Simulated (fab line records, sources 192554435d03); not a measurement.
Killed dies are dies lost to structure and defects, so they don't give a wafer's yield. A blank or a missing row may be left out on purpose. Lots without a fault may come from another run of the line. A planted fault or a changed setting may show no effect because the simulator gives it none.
fab line records | flow n5_finfet
record lots=5 wafers=15 last_day=19
route steps=1938 shown BEOL_M13@1695 BEOL_M14@1716
lots that met no fault: from a run of the same line without faults
start_h: hours from the record's first day to the start of the lot's first wafer shown | wait_h: hours since the lot's step before | " the same as in the row above | L1.1+2: a row that stands for several wafers | - no value, or no start given | * or withheld: withheld | < > ~ a bound
route shown NAME@n: a module of which the file shows steps, and the number in the route of the first | usual: mean/standard deviation of fault-free wafers | same: alike in all rows | chamber/n: place in a boat | sites: the reading at each site | _std_site: their standard deviation | _edge_site: outer sites' mean less inner sites' | radius_mm: how far each site lies from the wafer's centre | mask NAME#n: copy n | behind: the tool/chamber that last shaped the wafer | hold: why the lot was held/for how many hours/how that ended | device: the transistor (n, p or np) that didn't switch | end of line: the same wafers' tests at the end of the route | a step without rows: its recipe alone | killed: dies lost to structure and defects at the first sort, not the wafer's yield | map: a wafer's dies, x killed, . not, _ none there
set.NAME: the setting as run; set.NAME@STEP: as run at that earlier step | model.NAME: the simulator's own value behind a step, which no gauge read
lots at some steps of the route; a table a step, a row a wafer
services: from which hour (start_h, from the record's first day; less than 0 if before it) a tool's chamber was out of use, for how many hours, and why
## steps
# step N5_BEOL_M13_STRIP_69
# recipe chemistry=N2/H2 temp_c=40 n2_flow_sccm=200 h2_flow_sccm=200 rf_frequency_hz=6e+07
# columns lot.wafer tool chamber start_h wait_h
L080.1+3+6 rie_diel-06 1,3,1 339.50 0.1
L083.1+4+5 rie_diel-06 3,1,1 365.83 0.1
L086.1+3+6 rie_diel-06 0,1,1 379.49 0.1
L089.1+4+6 rie_diel-06 1,2,0 384.47 0.1
L092.3+5+6 rie_diel-02 2,3,2 414.99 0.1
# step N5_BEOL_M13_TRENCH_ETCH_34
# recipe chemistry=C4F8/O2/Ar target=SiOC target_depth_a=4134.7 mask_material=SOC pressure_mtorr=30 source_w=3000 bias_w=700 Ar_flow_sccm=400 C4F8_flow_sccm=15 O2_flow_sccm=8 he_inner_torr=15 he_outer_torr=30 time_s=162.6 ion_energy_ev=250
# usual drypump_motor_current_A=5.5/0.38 oes_product_au=0.82/0.11 rf_vpp_V=664/3.6 showerhead_plenum_p_Torr=3.39/0.13 throttle_valve_pct=24.14/0.24
# columns lot.wafer tool chamber start_h wait_h drypump_motor_current_A oes_product_au rf_hours_counter_h rf_vpp_V showerhead_plenum_p_Torr throttle_valve_pct
L080.1 rie_diel-06 1 339.51 0.0 5.7 0.69 246 659 3.27 24.27
L080.3 " 3 " " 5.4 0.70 219 661 3.25 24.59
L080.6 " 1 " " 5.7 0.69 - 661 3.27 24.27
L083.1 rie_diel-06 3 365.84 0.0 5.4 0.69 227 660 3.25 24.61
L083.4 " 1 " " 5.7 0.98 2 673 3.67 23.92
L083.5 " 1 " " 5.7 0.98 - 670 3.67 23.92
L086.1 rie_diel-06 0 379.50 0.0 5.0 0.80 85 663 3.32 24.01
L086.3 " 1 " " 5.6 0.98 6 671 3.66 23.94
L086.6 " 1 " " 5.6 0.98 - 671 3.66 23.96
L089.1 rie_diel-06 1 384.48 0.0 5.7 0.96 7 671 3.66 23.94
L089.4 " 2 " " 5.2 0.94 11 668 3.49 23.96
L089.6 " 0 " " 4.9 0.79 - 663 3.32 24.00
L092.3 rie_diel-02 2 415.00 0.0 5.5 0.92 26 662 3.36 23.90
L092.5 " 3 " " 5.7 0.98 - 665 3.33 24.05
L092.6 " 2 " " 5.5 0.92 - 663 3.36 23.87
# step N5_BEOL_M13_STRIP_70
# recipe chemistry=C4F8/O2/Ar resist=SiARC rf_frequency_hz=6e+07
# columns lot.wafer tool chamber start_h wait_h
L080.1+3+6 rie_diel-06 1,3,1 339.64 0.1
L083.1+4+5 rie_diel-06 3,1,1 365.98 0.1
L086.1+3+6 rie_diel-06 0,1,1 379.64 0.1
L089.1+4+6 rie_diel-06 1,2,0 384.61 0.1
L092.3+5+6 rie_diel-02 2,3,2 415.14 0.1
# step N5_BEOL_M13_OCD_MEAS_35
# usual trench_depth_nm=413/9.7
# columns lot.wafer tool chamber start_h wait_h trench_depth_nm
L080.1 ocd-01 - 339.68 0.0 406
L080.3 " - " " 406
L080.6 " - " " 404
L083.1 ocd-02 - 366.02 0.0 412
L083.4 " - " " 426
L083.5 " - " " 425
L086.1 ocd-01 - 379.68 0.0 413
L086.3 " - " " 435
L086.6 " - " " 436
L089.1 ocd-01 - 384.65 0.0 426
L089.4 " - " " 418
L089.6 " - " " 407
L092.3 ocd-01 - 415.18 0.0 415
L092.5 " - " " 425
L092.6 " - " " 414
# step N5_BEOL_M13_STRIP_37
# recipe chemistry=N2/H2 power_w=1000 temp_c=250 h2_frac=0.65 overash_fraction=0.3 pressure_mtorr=withheld n2_flow_sccm=1750 h2_flow_sccm=3250
# usual drypump_motor_current_A=5.9/0.31 heater_power_w=329/33 n2_flow_sccm=1751/4.9 oes_product_au=0.785/0.011
# columns lot.wafer tool chamber start_h wait_h drypump_motor_current_A heater_power_w n2_flow_sccm oes_product_au rf_hours_counter_h
L080.1 plasma_asher-01 0 339.72 0.0 6.1 348 1750 0.785 136
L080.3 " 0 " " 6.1 347 1761 0.786 -
L080.6 " 1 " " 6.3 385 1742 0.795 -
L083.1 plasma_asher-02 0 366.06 0.0 5.7 282 1752 0.773 93
L083.4 " 0 " " 5.7 272 1753 0.781 -
L083.5 " 0 " " 5.7 281 1753 0.780 -
L086.1 plasma_asher-02 1 379.71 0.0 5.6 335 1744 0.785 96
L086.3 " 0 " " 5.7 270 1752 0.783 -
L086.6 " 1 " " 5.5 345 1745 0.773 -
L089.1 plasma_asher-01 1 384.69 0.0 6.3 363 1748 0.787 146
L089.4 " 1 " " 6.3 362 1755 0.779 -
L089.6 " 1 " " 6.3 362 1756 0.803 -
L092.3 plasma_asher-01 0 415.24 0.1 6.1 333 1754 0.771 -
L092.5 " 0 " " 6.1 337 1744 0.797 -
L092.6 " 1 " " 6.3 365 1758 0.788 -
# step N5_BEOL_M13_ETCH_38
# recipe chemistry=CF4/N2 target=SiCN target_depth_a=675 taper_deg=2 time_s=71.9 ion_energy_ev=150 mask_material=SiO2 pressure_mtorr=40 source_w=430 bias_w=70 Ar_flow_sccm=100 cf4_flow_sccm=60 n2_flow_sccm=60
# usual drypump_motor_current_A=5.5/0.36 n2_flow_sccm=59.99/0.19 oes_product_au=0.83/0.11 rf_vpp_V=381.7/2 showerhead_plenum_p_Torr=2.19/0.082 throttle_valve_pct=15.34/0.26
# columns lot.wafer tool chamber start_h wait_h drypump_motor_current_A n2_flow_sccm oes_product_au rf_hours_counter_h rf_vpp_V showerhead_plenum_p_Torr throttle_valve_pct
L080.1 rie_diel-04 3 343.02 - 5.7 59.74 0.98 4 381.3 2.15 15.13
L080.3 " 0 " " 5.8 60.01 0.86 66 381.0 2.15 15.22
L080.6 " 1 " " 6.3 59.86 0.91 - 386.6 2.35 15.23
L083.1 rie_diel-04 1 366.34 - 6.3 60.00 0.90 29 383.9 2.35 15.25
L083.4 " 0 " " 5.8 60.39 0.85 75 380.3 2.15 15.22
L083.5 " 0 " " 5.8 60.55 0.85 - 379.3 2.15 15.22
L086.1 rie_diel-06 3 380.90 - 5.3 59.93 0.70 232 379.2 2.09 15.88
L086.3 " 1 " " 5.6 60.09 0.99 6 386.3 2.36 15.02
L086.6 " 3 " " 5.4 60.22 0.69 - 379.7 2.09 15.87
L089.1 rie_diel-04 3 385.00 - 5.6 60.11 0.95 19 380.2 2.15 15.18
L089.4 " 2 " " 5.2 59.55 0.68 229 383.4 2.27 15.67
L089.6 " 2 " " 5.2 59.91 0.68 - 383.7 2.27 15.69
L092.3 rie_diel-06 3 417.96 - 5.4 60.02 0.68 247 379.2 2.09 15.91
L092.5 " 2 " " 5.2 60.14 0.92 - 382.7 2.25 15.17
L092.6 " 0 " " 4.9 59.89 0.75 - 380.3 2.13 15.26
# step N5_BEOL_M13_PRECLEAN_39
# recipe chemistry=residue_remover time_s=60 temp_c=40
# columns lot.wafer tool chamber start_h wait_h
L080.1+3+6 wet_bench-04 7,2,5 343.16 0.1
L083.1+4+5 wet_bench-02 2,4,3 366.47 0.1
L086.1+3+6 wet_bench-06 3,0,1 381.03 0.1
L089.1+4+6 wet_bench-06 7,2,3 385.13 0.1
L092.3+5+6 wet_bench-02 2,4,3 418.09 0.1
# step N5_BEOL_M13_SRD_40
# recipe time_s=30 temp_c=23 rinse_liquid=diw dry=n2_spin spin_rpm=1500 dry_time_s=30
# columns lot.wafer tool chamber start_h wait_h
L080.1+3+6 wet_bench-04 7,2,5 343.18 0.0
L083.1+4+5 wet_bench-02 2,4,3 366.49 0.0
L086.1+3+6 wet_bench-06 3,0,1 381.05 0.0
L089.1+4+6 wet_bench-06 7,2,3 385.15 0.0
L092.3+5+6 wet_bench-02 2,4,3 418.11 0.0
# step N5_BEOL_M13_DEGAS_41
# recipe ambient=vacuum temp_c=250 time_s=60
# usual heater_power_w=323/27
# columns lot.wafer tool chamber start_h wait_h heater_power_w
L080.1 pvd_sputter-03 - 343.44 0.2 310
L080.3 " - " " 333
L080.6 " - " " 375
L083.1 pvd_sputter-03 - 366.61 0.1 290
L083.4 " - " " 337
L083.5 " - " " 345
L086.1 pvd_sputter-02 - 381.37 0.3 314
L086.3 " - " " 318
L086.6 " - " " 323
L089.1 pvd_sputter-03 - 385.20 0.0 303
L089.4 " - " " 290
L089.6 " - " " 288
L092.3 pvd_sputter-02 - 418.37 0.2 291
L092.5 " - " " 323
L092.6 " - " " 290
# step N5_BEOL_M13_PRE_CLEAN_42
# recipe gas=H2/He time_s=30 temp_c=250
# usual heater_power_w=323/27
# columns lot.wafer tool chamber start_h wait_h heater_power_w
L080.1 pvd_sputter-03 - 343.48 0.0 311
L080.3 " - " " 338
L080.6 " - " " 368
L083.1 pvd_sputter-03 - 366.65 0.0 296
L083.4 " - " " 331
L083.5 " - " " 338
L086.1 pvd_sputter-02 - 381.41 0.0 311
L086.3 " - " " 326
L086.6 " - " " 322
L089.1 pvd_sputter-03 - 385.24 0.0 310
L089.4 " - " " 290
L089.6 " - " " 290
L092.3 pvd_sputter-02 - 418.41 0.0 302
L092.5 " - " " 330
L092.6 " - " " 288
# step N5_BEOL_M13_SPUTTER_43
# recipe material=TaN target_thk_a=150 temp_c=50 bias_v=168.6 power_w=15000 chamber_pressure_pa=0.12 time_s=24.19
# usual throttle_valve_pct=30.2/0.73
# columns lot.wafer tool chamber start_h wait_h throttle_valve_pct
L080.1 pvd_sputter-03 - 343.52 0.0 29.7
L080.3 " - " " 30.5
L080.6 " - " " 29.3
L083.1 pvd_sputter-03 - 366.69 0.0 31.1
L083.4 " - " " 30.4
L083.5 " - " " 30.2
L086.1 pvd_sputter-02 - 381.45 0.0 30.9
L086.3 " - " " 30.3
L086.6 " - " " 30.4
L089.1 pvd_sputter-03 - 385.28 0.0 29.8
L089.4 " - " " 31.1
L089.6 " - " " 31.1
L092.3 pvd_sputter-02 - 418.45 0.0 29.1
L092.5 " - " " 31.1
L092.6 " - " " 29.2
# step N5_BEOL_M13_SPUTTER_44
# recipe material=Ta target_thk_a=100 temp_c=50 bias_v=80 power_w=15000 chamber_pressure_pa=0.07 time_s=16.13
# usual throttle_valve_pct=30.2/0.72
# columns lot.wafer tool chamber start_h wait_h throttle_valve_pct
L080.1 pvd_sputter-03 - 343.60 0.0 29.9
L080.3 " - " " 30.2
L080.6 " - " " 29.5
L083.1 pvd_sputter-03 - 366.77 0.0 31.0
L083.4 " - " " 29.9
L083.5 " - " " 30.2
L086.1 pvd_sputter-02 - 381.53 0.0 30.4
L086.3 " - " " 30.3
L086.6 " - " " 30.5
L089.1 pvd_sputter-03 - 385.36 0.0 29.6
L089.4 " - " " 30.9
L089.6 " - " " 30.9
L092.3 pvd_sputter-02 - 418.53 0.0 28.9
L092.5 " - " " 31.1
L092.6 " - " " 29.3
# step N5_BEOL_M13_SPUTTER_45
# recipe material=Cu target_thk_a=800 temp_c=-20 bias_v=60 power_w=26000 chamber_pressure_pa=0.13 time_s=13.33
# usual throttle_valve_pct=30.2/0.7
# columns lot.wafer tool chamber start_h wait_h throttle_valve_pct
L080.1 pvd_sputter-03 - 343.68 0.0 29.8
L080.3 " - " " 30.2
L080.6 " - " " 29.6
L083.1 pvd_sputter-03 - 366.85 0.0 31.1
L083.4 " - " " 30.3
L083.5 " - " " 30.2
L086.1 pvd_sputter-02 - 381.61 0.0 30.6
L086.3 " - " " 30.2
L086.6 " - " " 30.1
L089.1 pvd_sputter-03 - 385.44 0.0 29.9
L089.4 " - " " 31.2
L089.6 " - " " 30.8
L092.3 pvd_sputter-02 - 418.61 0.0 29.3
L092.5 " - " " 31.0
L092.6 " - " " 28.9
# step N5_BEOL_M13_ECD_47
# recipe material=Cu target_thk_a=9360
# columns lot.wafer tool chamber start_h wait_h
L080.1+3+6 ecd_cu-02 0 343.79 0.1
L083.1+4+5 ecd_cu-02 0,1,1 366.97 0.1
L086.1+3+6 ecd_cu-02 1,1,0 381.73 0.1
L089.1+4+6 ecd_cu-02 1,1,0 385.55 0.1
L092.3+5+6 ecd_cu-02 1,0,1 418.77 0.1
# step N5_BEOL_M13_ANNEAL_48
# recipe temp_c=225 time_s=90 ambient=N2
# usual wafer_temp_C_max=226.04/0.29
# columns lot.wafer tool chamber start_h wait_h wafer_temp_C_max
L080.1 rtp_anneal-02 0 343.96 0.1 226.07
L080.3 " 0 " " 225.67
L080.6 " 0 " " 226.02
L083.1 rtp_anneal-01 0 368.03 1.0 225.67
L083.4 " 0 " " 226.50
L083.5 " 0 " " 226.55
L086.1 rtp_anneal-01 0 382.26 0.5 226.57
L086.3 " 0 " " 226.10
L086.6 " 0 " " 225.99
L089.1 rtp_anneal-02 0 385.83 0.2 225.74
L089.4 " 0 " " 226.13
L089.6 " 0 " " 225.45
L092.3 rtp_anneal-01 0 419.03 0.2 226.44
L092.5 " 0 " " 225.94
L092.6 " 0 " " 226.48
# step N5_BEOL_M13_CMP_49
# recipe stop_on=SiOC t_overpolish_s=17.1 down_force_psi=1 platen_rpm=50 clearing_platen_down_force_psi=1.5 clearing_platen_rpm=50 post_cmp_clean=cu_alkaline target_thk_nm=420 clearing_platen_pad_velocity_m_s=0.99484 pad_velocity_m_s=0.99484
# usual barrier_field_endpoint_s=30.3/0.85 motor_current_A=6.0/0.42 overpolish_run_s=17.100/0.0084
# columns lot.wafer tool chamber start_h wait_h barrier_field_endpoint_s motor_current_A overpolish_run_s
L080.1 cmp-02 3 344.25 0.3 30.2 6.2 17.098
L080.3 " 0 " " 29.9 5.9 17.080
L080.6 " 3 " " 29.5 6.5 17.094
L083.1 cmp-04 2 368.34 0.3 31.7 5.6 17.107
L083.4 " 1 " " 31.1 6.0 17.112
L083.5 " 2 " " 32.0 5.6 17.113
L086.1 cmp-03 0 382.55 0.3 29.9 5.6 17.104
L086.3 " 1 " " 28.1 6.3 17.096
L086.6 " 0 " " 30.1 5.7 17.114
L089.1 cmp-02 1 386.17 0.3 29.1 5.9 17.099
L089.4 " 2 " " 31.4 6.8 17.098
L089.6 " 1 " " 29.6 5.7 17.089
L092.3 cmp-03 2 419.32 0.2 29.5 6.2 17.104
L092.6 " 0 " " 30.7 5.8 17.115
L092.5 " 1 " " 29.5 6.1 17.105
# step N5_BEOL_M13_THK_MEAS_50
# recipe thk_meas_gauge=xrf reads=Cu_of_BEOL_M13_ECD_47
# usual M13_THK=427/10
# columns lot.wafer tool chamber start_h wait_h M13_THK[nm]
L080.1 film_metro-01 - 344.55 - 422
L080.3 " - " " 419
L080.6 " - " " 417
L083.1 film_metro-02 - 368.63 - 429
L083.4 " - " " 445
L083.5 " - " " 444
L086.1 film_metro-01 - 382.85 - 420
L086.3 " - " " 444
L086.6 " - " " 447
L089.1 film_metro-01 - 386.47 - 435
L089.4 " - " " 432
L089.6 " - " " 416
L092.3 film_metro-02 - 419.54 - 434
L092.5 " - " " 445
L092.6 " - " " 435
# step N5_BEOL_M13_PRE_CLEAN_52
# recipe gas=NH3 time_s=15 temp_c=withheld rf_power_w=300
# columns lot.wafer tool chamber start_h wait_h since_wet_clean_h
L080.1 pecvd-03 1 344.58 0.0 1592
L080.3 " 2 " " 113
L080.6 " 1 " " -
L083.1 pecvd-01 0 368.67 0.0 1073
L083.4 " 2 " " -
L083.5 " 1 " " -
L086.1 pecvd-03 1 382.89 0.0 1631
L086.3 " 0 " " 906
L086.6 " 0 " " -
L089.1 pecvd-03 2 386.50 0.0 155
L089.4 " 1 " " -
L089.6 " 0 " " -
L092.3 pecvd-04 0 419.57 0.0 1305
L092.5 " 0 " " -
L092.6 " 2 " " -
# step N5_BEOL_M13_DEP_53
# recipe material=SiCN target_thk_a=500 temp_c=withheld precursor=3MS/NH3 pressure_torr=3 rf_w=675 time_s=17.8
# usual chamber_pressure_Torr=3.000/0.0061 showerhead_plenum_p_Torr=4.163/0.022 throttle_valve_pct=18.3/1
# columns lot.wafer tool chamber start_h wait_h chamber_pressure_Torr showerhead_plenum_p_Torr since_wet_clean_h throttle_valve_pct
L080.1 pecvd-03 1 344.61 0.0 2.999 4.163 1592 18.2
L080.3 " 2 " " 2.995 4.166 113 17.1
L080.6 " 1 " " 3.001 4.180 - 18.5
L083.1 pecvd-01 0 368.70 0.0 2.994 4.145 1073 17.8
L083.4 " 2 " " 3.007 4.145 - 17.9
L083.5 " 1 " " 3.003 4.144 - 16.2
L086.1 pecvd-03 1 382.91 0.0 2.994 4.171 1631 18.0
L086.3 " 0 " " 2.995 4.140 906 18.6
L086.6 " 0 " " 2.991 4.135 - 18.7
L089.1 pecvd-03 2 386.53 0.0 3.001 4.172 155 16.8
L089.4 " 1 " " 3.014 4.162 - 17.9
L089.6 " 0 " " 2.996 4.148 - 18.5
L092.3 pecvd-04 0 419.60 0.0 3.004 4.137 1305 18.1
L092.5 " 0 " " 2.996 4.140 - 18.2
L092.6 " 2 " " 3.001 4.182 - 18.4
# step N5_BEOL_M13_RS_MEAS_54
# recipe thk_meas_gauge=four-point-probe reads=Cu_of_BEOL_M13_ECD_47+Ta_of_BEOL_M13_SPUTTER_44+TaN_of_BEOL_M13_SPUTTER_43
# usual M13_RS=0.0449/0.0011
# columns lot.wafer tool chamber start_h wait_h M13_RS[ohm/sq]
L080.1 film_metro-02 - 344.68 0.0 0.0459
L080.3 " - " " 0.0459
L080.6 " - " " 0.0461
L083.1 film_metro-01 - 368.76 0.0 0.0450
L083.4 " - " " 0.0433
L083.5 " - " " 0.0435
L086.1 film_metro-02 - 382.98 0.0 0.0448
L086.3 " - " " 0.0427
L086.6 " - " " 0.0425
L089.1 film_metro-02 - 386.60 0.0 0.0437
L089.4 " - " " 0.0442
L089.6 " - " " 0.0459
L092.3 film_metro-02 - 419.67 0.1 0.0448
L092.5 " - " " 0.0437
L092.6 " - " " 0.0447
# step N5_BEOL_M13_INSPECT_55
# recipe inspect_instrument=darkfield mode=post_dep
# usual raw_defect_count=68/22
# columns lot.wafer tool chamber start_h wait_h raw_defect_count
L080.1 defect_inspect-02 - 344.70 0.0 33
L080.3 " - " " 48
L080.6 " - " " 52
L083.1 defect_inspect-02 - 368.79 0.0 90
L083.4 " - " " 43
L083.5 " - " " 65
L086.1 defect_inspect-02 - 383.00 0.0 72
L086.3 " - " " 77
L086.6 " - " " 100
L089.1 defect_inspect-02 - 386.62 0.0 72
L089.4 " - " " 69
L089.6 " - " " 97
L092.3 defect_inspect-02 - 419.69 0.0 45
L092.5 " - " " 86
L092.6 " - " " 76
# step N5_BEOL_M14_ILD_DEP_00
# recipe material=SiO2 target_thk_a=11193 temp_c=400 precursor=TEOS/O2 pressure_torr=6.5 rf_w=900 teos_flow_sccm=161.4 gas=O2 flow_sccm=2650 time_s=237.4
# usual chamber_pressure_Torr=6.498/0.013 heater_power_outer_w=318/65 heater_power_w=585/91 showerhead_plenum_p_Torr=8.35/0.044 throttle_valve_pct=18.9/0.95
# columns lot.wafer tool chamber start_h wait_h chamber_pressure_Torr heater_power_outer_w heater_power_w showerhead_plenum_p_Torr since_wet_clean_h throttle_valve_pct
L080.1 pecvd-03 1 344.74 0.0 6.501 348 623 8.37 1592 18.8
L080.3 " 0 " " 6.496 340 617 8.33 867 19.2
L080.6 " 2 " " 6.511 333 533 8.37 - 17.5
L083.1 pecvd-02 2 368.83 0.0 6.482 341 646 8.39 681 18.4
L083.4 " 2 " " 6.524 237 497 8.37 - 18.5
L083.5 " 1 " " 6.494 302 554 8.41 - 20.1
L086.1 pecvd-03 2 383.04 0.0 6.506 324 533 8.36 152 17.7
L086.3 " 1 " " 6.472 321 588 8.37 1631 18.8
L086.6 " 0 " " 6.466 315 571 8.32 - 19.1
L089.1 pecvd-03 0 386.66 0.0 6.487 248 489 8.33 909 19.1
L089.4 " 2 " " 6.496 253 440 8.36 - 17.4
L089.6 " 0 " " 6.519 300 583 8.33 - 19.4
L092.3 pecvd-02 0 419.73 0.0 6.512 263 529 8.26 1486 18.9
L092.5 " 2 " " 6.496 314 584 8.39 - 18.7
L092.6 " 1 " " 6.492 328 582 8.40 - 17.0
# step N5_BEOL_M14_THK_MEAS_01
# recipe reads=SiO2_of_BEOL_M14_ILD_DEP_00
# usual M14_ILD_THK=1121/16
# columns lot.wafer tool chamber start_h wait_h M14_ILD_THK[nm]
L080.1 film_metro-02 - 344.93 0.1 1103
L080.3 " - " " 1142
L080.6 " - " " 1129
L083.1 film_metro-01 - 369.02 0.1 1107
L083.4 " - " " 1118
L083.5 " - " " 1123
L086.1 film_metro-02 - 383.23 0.1 1112
L086.3 " - " " 1132
L086.6 " - " " 1142
L089.1 film_metro-01 - 386.85 0.1 1138
L089.4 " - " " 1149
L089.6 " - " " 1151
L092.3 film_metro-02 - 419.92 0.1 1085
L092.5 " - " " 1115
L092.6 " - " " 1124
# step N5_BEOL_M14_COAT_58
# recipe resist=BARC temp_c=205 time_s=60 spin_rpm=1500 resist_thk_nm=89
# usual heater_power_total_W=391.8/1.4
# columns lot.wafer tool chamber start_h wait_h heater_power_total_W
L080.1 litho_track-01 0 344.96 0.0 393.3
L080.3 " 0 " " 392.0
L080.6 " 0 " " 390.1
L083.1 litho_track-04 0 369.05 0.0 393.7
L083.4 " 0 " " 391.4
L083.5 " 0 " " 390.3
L086.1 litho_track-01 0 383.26 0.0 393.1
L086.3 " 0 " " 390.6
L086.6 " 0 " " 391.7
L089.1 litho_track-04 0 386.88 0.0 389.6
L089.4 " 0 " " 392.9
L089.6 " 0 " " 391.8
L092.3 litho_track-05 0 419.95 0.0 391.5
L092.5 " 0 " " 391.8
L092.6 " 0 " " 393.1
# step N5_BEOL_M14_COAT_04
# recipe spin_rpm=1704 resist_thk_nm=800
# columns lot.wafer tool chamber start_h wait_h
L080.1+3+6 litho_track-01 0 - -
L083.1+4+5 litho_track-04 0 - -
L086.1+3+6 litho_track-01 0 - -
L089.1+4+6 litho_track-04 0 - -
L092.3+5+6 litho_track-05 0 - -
# step N5_BEOL_M14_EBR_06
# recipe solvent=PGMEA ebr_width_mm=1.5
# columns lot.wafer tool chamber start_h wait_h
L080.1+3+6 litho_track-01 0 - -
L083.1+4+5 litho_track-04 0 - -
L086.1+3+6 litho_track-01 0 - -
L089.1+4+6 litho_track-04 0 - -
L092.3+5+6 litho_track-05 0 - -
# step N5_BEOL_M14_SOFTBAKE_05
# recipe temp_c=130 time_s=60
# usual heater_power_total_W=218.4/1.6
# columns lot.wafer tool chamber start_h wait_h heater_power_total_W
L080.1 litho_track-01 0 - - 216.7
L080.3 " 0 " " 219.0
L080.6 " 0 " " 220.7
L083.1 litho_track-04 0 - - 216.9
L083.4 " 0 " " 219.0
L083.5 " 0 " " 220.9
L086.1 litho_track-01 0 - - 216.4
L086.3 " 0 " " 217.4
L086.6 " 0 " " 217.5
L089.1 litho_track-04 0 - - 218.3
L089.4 " 0 " " 216.6
L089.6 " 0 " " 216.6
L092.3 litho_track-05 0 - - 219.8
L092.5 " 0 " " 217.3
L092.6 " 0 " " 219.4
# step N5_BEOL_M14_EXPOSE_07
# recipe mask_id=V13 na=0.8 source_shape=annular sigma_inner=0.5 sigma_outer=0.8 polarization=unpolarized attpsm_phase_deg=180 dose_mj=57
# usual exposure_dose_mJ_cm2=56.99/0.051
# columns lot.wafer tool chamber start_h wait_h mask exposure_dose_mJ_cm2
L080.1 krf_scanner-01 0 345.18 - V13#0 57.01
L080.3 " 0 " " V13#0 57.00
L080.6 " 0 " " V13#0 57.02
L083.1 krf_scanner-02 0 369.15 - V13#0 57.07
L083.4 " 0 " " V13#0 56.98
L083.5 " 0 " " V13#0 57.03
L086.1 krf_scanner-02 0 383.49 - V13#0 57.00
L086.3 " 0 " " V13#0 56.96
L086.6 " 0 " " V13#0 56.97
L089.1 krf_scanner-02 0 386.98 - V13#0 57.02
L089.4 " 0 " " V13#0 56.95
L089.6 " 0 " " V13#0 57.03
L092.3 krf_scanner-01 0 420.19 - V13#0 56.98
L092.5 " 0 " " V13#0 56.96
L092.6 " 0 " " V13#0 57.04
# step N5_BEOL_M14_PEB_08
# recipe peb_temp_c=130 peb_time_s=90
# usual heater_power_total_W=172.6/0.82
# columns lot.wafer tool chamber start_h wait_h heater_power_total_W
L080.1 litho_track-05 0 345.25 0.1 170.7
L080.3 " 0 " " 172.7
L080.6 " 0 " " 171.8
L083.1 litho_track-05 0 369.21 0.1 173.9
L083.4 " 0 " " 173.2
L083.5 " 0 " " 173.0
L086.1 litho_track-05 0 383.55 0.1 172.8
L086.3 " 0 " " 173.4
L086.6 " 0 " " 171.1
L089.1 litho_track-05 0 387.04 0.1 172.2
L089.4 " 0 " " 172.8
L089.6 " 0 " " 173.9
L092.3 litho_track-01 0 420.23 0.0 173.5
L092.5 " 0 " " 172.6
L092.6 " 0 " " 172.8
# step N5_BEOL_M14_DEVELOP_09
# recipe develop_time_s=45 rinse_liquid=diw dry=air_spin dev_temp_c=21
# columns lot.wafer tool chamber start_h wait_h
L080.1+3+6 litho_track-05 0 - -
L083.1+4+5 litho_track-05 0 - -
L086.1+3+6 litho_track-05 0 - -
L089.1+4+6 litho_track-05 0 - -
L092.3+5+6 litho_track-01 0 - -
# step N5_BEOL_M14_HARDBAKE_14
# recipe temp_c=130 time_s=120
# usual heater_power_total_W=148.1/0.97
# columns lot.wafer tool chamber start_h wait_h heater_power_total_W
L080.1 litho_track-05 0 - - 149.2
L080.3 " 0 " " 146.8
L080.6 " 0 " " 147.4
L083.1 litho_track-05 0 - - 147.9
L083.4 " 0 " " 149.3
L083.5 " 0 " " 147.2
L086.1 litho_track-05 0 - - 149.0
L086.3 " 0 " " 148.6
L086.6 " 0 " " 146.2
L089.1 litho_track-05 0 - - 148.6
L089.4 " 0 " " 147.9
L089.6 " 0 " " 146.9
L092.3 litho_track-01 0 - - 146.6
L092.5 " 0 " " 148.1
L092.6 " 0 " " 147.4
# step N5_BEOL_M14_CD_MEAS_10
# recipe target_cd_nm=250 landing_energy_ev=500 detector=se_inlens polarity=opening
# usual cd_nm=249.7/1.8
# columns lot.wafer tool chamber start_h wait_h cd_nm
L080.1 cd_sem-02 0 345.36 - 248.2
L080.3 " 0 " " 253.1
L080.6 " 0 " " 248.6
L083.1 cd_sem-02 0 369.32 - 248.0
L083.4 " 0 " " 248.0
L083.5 " 0 " " 252.2
L086.1 cd_sem-02 0 383.67 - 252.4
L086.3 " 0 " " 250.5
L086.6 " 0 " " 250.3
L089.1 cd_sem-01 0 387.15 - 248.5
L089.4 " 0 " " 252.5
L089.6 " 0 " " 251.7
L092.3 cd_sem-02 0 420.35 - 251.7
L092.5 " 0 " " 249.1
L092.6 " 0 " " 248.6
# step N5_BEOL_M14_OVL_MEAS_11
# recipe points_per_wafer=44
# usual V13_OVL=0/5.7
# same points_per_wafer=44
# columns lot.wafer tool chamber start_h wait_h V13_OVL[nm]
L080.1 overlay-02 0 345.39 0.0 -10
L080.3 " 0 " " -5
L080.6 " 0 " " -1
L083.1 overlay-02 0 369.35 0.0 10
L083.4 " 0 " " 5
L083.5 " 0 " " 6
L086.1 overlay-02 0 383.70 0.0 6
L086.3 " 0 " " 4
L086.6 " 0 " " 4
L089.1 overlay-02 0 387.19 0.0 0
L089.4 " 0 " " -2
L089.6 " 0 " " 0
L092.3 overlay-02 0 420.38 0.0 -2
L092.5 " 0 " " -1
L092.6 " 0 " " 3
# step N5_BEOL_M14_INSPECT_12
# recipe mode=adi inspect_instrument=macro
# usual raw_defect_count=2.0/1.3
# columns lot.wafer tool chamber start_h wait_h raw_defect_count
L080.1 defect_inspect-02 - 345.41 0.0 5
L080.3 " - " " 0
L080.6 " - " " 3
L083.1 defect_inspect-02 - 369.38 0.0 1
L083.4 " - " " 2
L083.5 " - " " 3
L086.1 defect_inspect-02 - 383.72 0.0 3
L086.3 " - " " 2
L086.6 " - " " 2
L089.1 defect_inspect-02 - 387.21 0.0 3
L089.4 " - " " 4
L089.6 " - " " 2
L092.3 defect_inspect-01 - 420.40 0.0 2
L092.5 " - " " 0
L092.6 " - " " 2
## services
# columns tool chamber start_h hours kind
ecd_cu-02 - 322.22 2.3 repair
krf_scanner-02 - 324.71 1.0 pm
pecvd-02 - 326.95 0.6 repair
rie_diel-02 - 329.20 14.6 pm
pecvd-04 2 331.11 30.4 repair
krf_scanner-02 - 331.58 1.3 pm
rie_diel-06 3 331.95 2.6 repair
rtp_anneal-01 - 333.08 4.2 pm
pecvd-02 - 335.57 2.8 pm
rie_diel-04 - 336.59 4.8 repair
rie_diel-06 - 338.02 0.6 repair
krf_scanner-02 - 345.15 0.5 repair
rie_diel-06 0 347.58 3.7 repair
rie_diel-06 - 354.64 4.3 pm
cmp-02 - 361.68 5.7 pm
cmp-03 - 362.10 4.8 pm
cmp-03 - 370.14 4.0 pm
plasma_asher-01 - 381.98 0.8 repair
cmp-03 - 384.58 9.7 pm
krf_scanner-01 - 395.17 1.7 repair
pecvd-02 - 415.73 1.4 repair
cmp-02 - 415.99 4.0 pm
wet_bench-04 - 419.77 0.5 repair
pecvd-01 1 420.08 4.5 repair
## key
fault none
